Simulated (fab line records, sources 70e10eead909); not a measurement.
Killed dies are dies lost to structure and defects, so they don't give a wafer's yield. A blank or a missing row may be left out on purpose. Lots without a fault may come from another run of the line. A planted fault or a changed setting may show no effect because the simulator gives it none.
fab line records | flow nand_harc
record lots=12 wafers=36 last_day=33
route steps=1302 shown A_CHANNEL_HOLE_D2@607 A_CHANNEL_FILL_D2@619 A_STAIRCASE@651 END@1302
lots that met no fault: from a run of the same line without faults
start_h: hours from the record's first day to the start of the lot's first wafer shown | wait_h: hours since the lot's step before | " the same as in the row above | L1.1+2: a row that stands for several wafers | - no value, or no start given | * or withheld: withheld | < > ~ a bound
route shown NAME@n: a module of which the file shows steps, and the number in the route of the first | usual: mean/standard deviation of fault-free wafers | same: alike in all rows | chamber/n: place in a boat | sites: the reading at each site | _std_site: their standard deviation | _edge_site: outer sites' mean less inner sites' | radius_mm: how far each site lies from the wafer's centre | mask NAME#n: copy n | behind: the tool/chamber that last shaped the wafer | hold: why the lot was held/for how many hours/how that ended | device: the transistor (n, p or np) that didn't switch | end of line: the same wafers' tests at the end of the route | a step without rows: its recipe alone | killed: dies lost to structure and defects at the first sort, not the wafer's yield | map: a wafer's dies, x killed, . not, _ none there
set.NAME: the setting as run; set.NAME@STEP: as run at that earlier step | model.NAME: the simulator's own value behind a step, which no gauge read
steps of the route over a sample of lots; a table a step, a row a wafer
services: from which hour (start_h, from the record's first day; less than 0 if before it) a tool's chamber was out of use, for how many hours, and why
## steps
# step NHARC_A_CHANNEL_HOLE_D2_CD_MEAS_31
# usual cd_nm=89.9/1
# columns lot.wafer tool chamber start_h wait_h cd_nm
L705.1 cd_sem-01 - 304.48 - 90.0
L705.5 " - " " 88.6
L705.6 " - " " 89.6
L709.1 cd_sem-01 - 326.15 - 91.0
L709.4 " - " " 89.7
L709.5 " - " " 91.4
L707.2 cd_sem-01 - 326.31 - 91.1
L707.4 " - " " 90.2
L707.6 " - " " 91.0
L708.1 cd_sem-02 - 338.28 - 91.9
L708.5 " - " " 89.8
L708.6 " - " " 91.2
L710.1 cd_sem-02 - 343.72 - 89.9
L710.3 " - " " 89.5
L710.6 " - " " 89.3
L711.1 cd_sem-03 - 349.82 - 87.7
L711.2 " - " " 90.0
L711.6 " - " " 89.8
L712.1 cd_sem-03 - 373.09 - 89.5
L712.3 " - " " 89.1
L712.4 " - " " 89.0
L716.1 cd_sem-03 - 407.91 - 90.8
L716.4 " - " " 91.5
L716.6 " - " " 90.8
L719.1 cd_sem-02 - 442.42 - 89.0
L719.5 " - " " 90.4
L719.6 " - " " 89.6
L722.1 cd_sem-03 - 475.69 0.1 92.1
L722.3 " - " " 92.6
L722.4 " - " " 91.0
L723.1 cd_sem-01 - 476.12 0.1 89.3
L723.2 " - " " 91.2
L723.4 " - " " 90.4
L726.1 cd_sem-01 - 511.40 - 90.6
L726.3 " - " " 90.3
L726.4 " - " " 91.1
# step NHARC_A_CHANNEL_FILL_D2_ETCHBACK_19
# recipe target_depth_a=50 time_s=1.7 hbr_flow_sccm=150 cl2_flow_sccm=50 rf_w=400 icp_w=400 bias_w=100 chemistry=HBr/Cl2
# usual drypump_motor_current_A=5.8/0.57 oes_product_au=1.000/0.0069 rf_fwd_power_W=390.1/1.2 throttle_valve_pct=26.407/0.0086
# columns lot.wafer tool chamber start_h wait_h drypump_motor_current_A oes_product_au rf_fwd_power_W rf_hours_counter_h throttle_valve_pct
L705.1 rie_si-03 0 328.56 0.4 5.0 1.003 389.3 0.7 26.400
L705.5 " 2 " " 5.8 1.003 390.2 - 26.393
L705.6 " 0 " " 5.0 0.997 387.5 - 26.397
L709.1 rie_si-05 1 350.57 0.4 6.2 1.001 391.3 0.3 26.408
L709.4 " 2 " " 6.1 0.990 392.0 0.3 26.407
L709.5 " 1 " " 6.2 0.989 390.4 - 26.406
L707.2 rie_si-03 3 350.58 0.4 5.4 0.992 390.0 0.8 26.414
L707.4 " 0 " " 5.0 0.995 388.2 0.8 26.414
L707.6 " 2 " " 5.8 0.996 389.5 - 26.401
L708.1 rie_si-04 1 362.72 0.4 6.5 1.010 391.3 0.1 26.408
L708.5 " 1 " " 6.4 1.004 390.7 - 26.412
L708.6 " 2 " " 5.2 1.001 390.1 - 26.405
L710.3 rie_si-05 1 370.83 0.4 6.2 0.999 389.1 0.4 26.418
L710.1 " 3 " " 5.2 1.004 390.2 0.3 26.418
L710.6 " 2 " " 6.1 0.994 388.5 - 26.409
L711.2 rie_si-04 3 374.27 0.4 6.2 1.002 390.2 0.1 26.403
L711.1 " 2 " " 5.2 0.993 388.5 0.1 26.406
L711.6 " 1 " " 6.5 1.011 388.6 - 26.405
L712.1 rie_si-04 3 399.00 0.4 6.2 1.003 390.5 0.3 26.409
L712.4 " 0 " " 6.6 0.994 388.9 0.2 26.411
L712.3 " 1 " " 6.4 1.010 389.5 0.3 26.413
L716.1 rie_si-03 1 431.91 0.4 5.3 0.994 388.0 0.1 26.411
L716.4 " 2 " " 5.8 0.999 391.0 0.1 26.391
L716.6 " 1 " " 5.3 0.991 388.1 - 26.427
L719.1 rie_si-05 0 466.91 0.4 6.4 1.010 390.4 1.3 26.397
L719.5 " 2 " " 6.1 1.001 391.5 - 26.417
L719.6 " 3 " " 5.2 1.007 389.8 - 26.400
L723.4 rie_si-04 2 502.67 0.4 5.2 0.995 392.5 1.0 26.411
L723.2 " 0 " " 6.6 1.006 391.6 0.8 26.385
L723.1 " 1 " " 6.5 1.010 387.7 0.9 26.413
L722.1 rie_si-03 1 502.68 0.4 5.3 0.996 390.9 0.6 26.411
L722.3 " 2 " " 5.8 0.994 387.7 0.5 26.421
L722.4 " 1 " " 5.3 0.986 389.5 - 26.414
L726.4 rie_si-05 2 536.22 0.4 6.1 1.002 391.5 0.4 26.407
L726.1 " 3 " " 5.2 1.015 390.6 0.3 26.413
L726.3 " 1 " " 6.2 0.987 391.5 0.4 26.405
# step NHARC_A_CHANNEL_FILL_D2_RTA_24
# recipe temp_c=1000 time_s=5
# usual lamp_power_pct=33.7/0.88 lamp_zone_2_pct=33.7/0.88 wafer_temp_C_max=1004.7/1.8
# columns lot.wafer tool chamber start_h wait_h lamp_power_pct lamp_zone_2_pct wafer_temp_C_max
L705.1 rtp_anneal-02 0 353.62 0.0 34.4 34.5 1005.9
L705.5 " 0 " " 34.4 34.4 1006.4
L705.6 " 0 " " 34.4 34.5 1006.8
L707.2 rtp_anneal-02 0 377.59 0.6 34.4 34.5 1006.4
L707.4 " 0 " " 34.4 34.4 1006.9
L707.6 " 0 " " 34.4 34.5 1005.6
L709.1 rtp_anneal-02 0 380.67 0.2 34.4 34.4 1006.4
L709.4 " 0 " " 34.4 34.5 1005.0
L709.5 " 0 " " 34.5 34.4 1005.2
L708.1 rtp_anneal-02 0 388.45 0.2 34.5 34.4 1006.4
L708.5 " 0 " " 34.4 34.4 1005.8
L708.6 " 0 " " 34.4 34.4 1008.9
L711.1 rtp_anneal-02 0 395.43 0.0 34.4 34.4 1007.1
L711.2 " 0 " " 34.4 34.4 1005.9
L711.6 " 0 " " 34.4 34.4 1006.2
L710.1 rtp_anneal-01 0 395.43 0.0 32.7 32.7 1003.0
L710.3 " 0 " " 32.6 32.7 1002.8
L710.6 " 0 " " 32.7 32.7 1003.0
L712.1 rtp_anneal-02 0 421.88 0.3 34.4 34.4 1006.3
L712.3 " 0 " " 34.4 34.5 1005.6
L712.4 " 0 " " 34.4 34.4 1006.0
L716.1 rtp_anneal-02 0 457.26 0.2 34.5 34.4 1004.2
L716.4 " 0 " " 34.4 34.5 1006.1
L716.6 " 0 " " 34.5 34.5 1006.2
L716.1 rtp_anneal-02 0 457.91 0.6 34.4 34.5 1006.7
L716.4 " 0 " " 34.5 34.5 1006.2
L716.6 " 0 " " 34.5 34.4 1006.7
L719.1 rtp_anneal-01 0 490.76 0.0 32.7 32.6 1002.4
L719.5 " 0 " " 32.7 32.7 1002.4
L719.6 " 0 " " 32.7 32.7 1002.6
L719.1 rtp_anneal-01 0 491.13 0.3 32.7 32.7 1003.8
L719.5 " 0 " " 32.7 32.7 1004.0
L719.6 " 0 " " 32.7 32.7 1002.0
L723.1 rtp_anneal-01 0 526.04 0.0 32.7 32.7 1003.8
L723.2 " 0 " " 32.7 32.7 1003.1
L723.4 " 0 " " 32.7 32.6 1003.7
L722.1 rtp_anneal-02 0 526.04 0.0 34.4 34.4 1005.0
L722.3 " 0 " " 34.5 34.4 1006.3
L722.4 " 0 " " 34.4 34.4 1006.4
L726.1 rtp_anneal-01 0 560.29 0.0 32.6 32.6 1003.1
L726.3 " 0 " " 32.7 32.7 1002.8
L726.4 " 0 " " 32.6 32.7 1002.5
# step NHARC_A_STAIRCASE_ETCH_169
# recipe target_depth_a=500 time_s=107.1 ion_energy_ev=120 ch3f_flow_sccm=50 o2_flow_sccm=30 ar_flow_sccm=200 rf_w=500 bias_w=100 chemistry=CH3F/O2
# usual drypump_motor_current_A=5.6/0.31 oes_product_au=0.959/0.016 rf_fwd_power_W=497.1/1.8 rf_vpp_V=244.5/1.6 showerhead_plenum_p_Torr=2.46/0.11 throttle_valve_pct=20.663/0.0083
# columns lot.wafer tool chamber start_h wait_h drypump_motor_current_A oes_product_au rf_fwd_power_W rf_hours_counter_h rf_vpp_V showerhead_plenum_p_Torr throttle_valve_pct
L705.1 rie_diel-02 0 354.95 0.1 5.2 0.982 496.9 42 243.0 2.36 20.669
L705.5 " 3 " " 5.1 0.982 493.8 - 242.7 2.27 20.656
L705.6 " 0 " " 5.2 0.983 499.0 - 244.0 2.36 20.666
L707.4 rie_diel-09 0 378.78 0.1 5.8 0.966 496.3 19 245.4 2.56 20.650
L707.2 " 3 " " 5.2 0.958 498.0 19 245.6 2.46 20.667
L707.6 " 0 " " 5.8 0.975 498.2 - 245.6 2.56 20.669
L709.1 rie_diel-09 2 382.03 0.1 5.8 0.961 497.4 15 242.3 2.43 20.648
L709.4 " 3 " " 5.2 0.951 495.2 19 244.7 2.46 20.653
L709.5 " 0 " " 5.8 0.972 496.6 - 244.7 2.56 20.666
L708.1 rie_diel-02 0 391.26 0.1 5.2 0.937 495.7 53 243.2 2.36 20.674
L708.5 " 1 " " 5.7 0.936 496.0 - 241.8 2.33 20.655
L708.6 " 2 " " 5.7 0.925 496.4 - 244.6 2.50 20.671
L711.2 rie_diel-06 1 396.65 0.1 5.3 0.983 499.2 30 241.8 2.32 20.675
L711.1 " 3 " " 5.8 0.969 497.8 31 244.8 2.51 20.676
L711.6 " 1 " " 5.3 0.984 497.2 - 242.4 2.32 20.650
L710.1 rie_diel-09 1 396.67 0.1 5.7 0.955 495.7 19 245.7 2.61 20.650
L710.3 " 0 " " 5.8 0.981 495.5 26 245.8 2.55 20.675
L710.6 " 2 " " 5.8 0.967 497.1 - 244.7 2.43 20.649
L712.1 rie_diel-02 3 423.21 0.1 5.1 0.946 495.5 5 246.9 2.66 20.659
L712.3 " 0 " " 5.3 0.930 493.1 5 243.4 2.35 20.653
L712.4 " 1 " " 5.7 0.945 498.6 4 244.4 2.33 20.655
L716.4 rie_diel-09 2 459.12 0.1 5.8 0.949 496.4 44 243.0 2.42 20.671
L716.1 " 0 " " 5.8 0.953 496.6 45 245.4 2.55 20.654
L716.6 " 3 " " 5.2 0.945 496.8 - 245.1 2.45 20.648
L719.1 rie_diel-02 0 492.34 0.1 5.2 0.956 495.4 25 242.5 2.35 20.665
L719.5 " 0 " " 5.3 0.963 494.6 - 242.7 2.35 20.671
L719.6 " 1 " " 5.7 0.987 497.3 - 241.5 2.32 20.661
L723.2 rie_diel-09 2 527.50 0.2 5.7 0.939 498.9 7 241.5 2.41 20.663
L723.4 " 3 " " 5.2 0.948 497.0 8 245.2 2.44 20.651
L723.1 " 1 " " 5.7 0.942 496.8 5 245.7 2.59 20.654
L722.3 rie_diel-06 1 527.73 0.3 5.3 0.938 498.4 15 240.6 2.30 20.654
L722.1 " 3 " " 5.8 0.938 496.6 12 245.4 2.49 20.671
L722.4 " 3 " " 5.8 0.951 495.6 - 244.0 2.49 20.669
L726.1 rie_diel-09 1 561.71 0.1 5.7 0.969 495.8 14 244.7 2.59 20.654
L726.4 " 2 " " 5.8 0.965 495.1 11 243.7 2.41 20.666
L726.3 " 0 " " 5.8 0.982 493.9 15 245.6 2.53 20.679
# step NHARC_END_SORT_01
# recipe temp_c=25
# usual killed_at_array=54/16 killed_at_other=0.6/0.86 killed_at_periphery=3.8/2.6 killed_dies=58/16 killed_open=3.3/1.8 killed_short=2.7/1.7
# same gross_dies=677
# columns lot.wafer tool chamber start_h wait_h killed_at_array killed_at_other killed_at_periphery killed_dies killed_open killed_short
L716.1 prober-01 0 697.29 2.5 74 0 5 79 2 0
L716.4 prober-01 0 699.72 3.4 82 0 9 91 1 4
L716.6 prober-01 0 701.34 4.0 85 1 6 92 2 1
# killed by level:class
L716.1 A_CHANNEL_HOLE_D1:chamber_film_flake=29 A_SLIT:chamber_film_flake=18 A_CHANNEL_HOLE_D2:chamber_film_flake=14 A_CONTACT:chamber_film_flake=6 P_GATE:chamber_film_flake=3 A_BLC:chamber_film_flake=3 A_STAIRCASE:chamber_film_flake=2 P_GATE:geometric_particle:open=1
L716.4 A_CHANNEL_HOLE_D1:chamber_film_flake=42 A_SLIT:chamber_film_flake=16 A_CHANNEL_HOLE_D2:chamber_film_flake=7 A_CONTACT:chamber_film_flake=5 P_GATE:chamber_film_flake=3 P_M2:chamber_film_flake=3 A_WL_FILL:chamber_film_flake=3 A_SOURCE_PLATE:geometric_particle:short=2
L716.6 A_CHANNEL_HOLE_D1:chamber_film_flake=33 A_SLIT:chamber_film_flake=19 A_CHANNEL_HOLE_D2:chamber_film_flake=15 A_BLC:chamber_film_flake=7 A_CONTACT:chamber_film_flake=4 P_GATE:chamber_film_flake=3 A_CHANNEL_FILL_D2:chamber_film_flake=2 A_STAIRCASE:chamber_film_flake=2
## services
# columns tool chamber start_h hours kind
rie_si-05 - 305.00 9.0 pm
rie_si-04 3 318.04 5.5 repair
rie_diel-09 - 320.34 9.0 pm
rie_si-03 1 328.15 19.3 repair
rie_si-05 3 328.69 14.1 repair
rie_si-04 - 342.00 9.0 pm
rie_si-04 1 353.21 1.8 repair
rie_diel-02 3 365.74 8.2 repair
rtp_anneal-01 - 372.00 12.0 pm
rie_si-04 0 372.42 5.8 repair
rie_si-05 3 373.53 78.5 repair
rie_diel-02 - 394.62 9.0 pm
rie_si-03 - 398.00 9.0 pm
rie_si-04 1 418.23 3.1 repair
rie_si-04 1 458.54 3.3 repair
rie_si-05 - 465.04 0.2 repair
rie_si-04 1 475.53 4.8 repair
rie_si-05 - 482.00 9.0 pm
rie_si-03 - 490.34 0.2 repair
rie_si-03 - 493.33 0.2 repair
rie_si-05 - 496.37 1.0 repair
rie_diel-09 - 497.99 9.0 pm
rie_si-03 3 498.75 22.8 repair
rie_diel-09 2 528.34 13.0 repair
## key
first_sign step=NHARC_A_CHANNEL_FILL_D2_RTA_24 reading=visit direction=added
effect none on later readings
met_at NHARC_A_CHANNEL_FILL_D2_RTA_24
struck_lots L716,L719
tester_left_out L716,L719
not_acting_at NHARC_A_CHANNEL_HOLE_D2_CD_MEAS_31,NHARC_A_CHANNEL_FILL_D2_ETCHBACK_19,NHARC_A_STAIRCASE_ETCH_169
fault kind=repeated_step_whole tool=rtp_anneal-01,rtp_anneal-02 chamber=- onset_h=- steps=NHARC_A_CHANNEL_FILL_D2_RTA_24 times=1 scope=struck_lots_only
# tester_left_out: of these lots the tester's yield and bins aren't shown, on N5 and GAA mostly nor the transistor test; their killed dies are dies lost to structure and defects alone, not to doping, threshold or leakage, so they don't give the yield
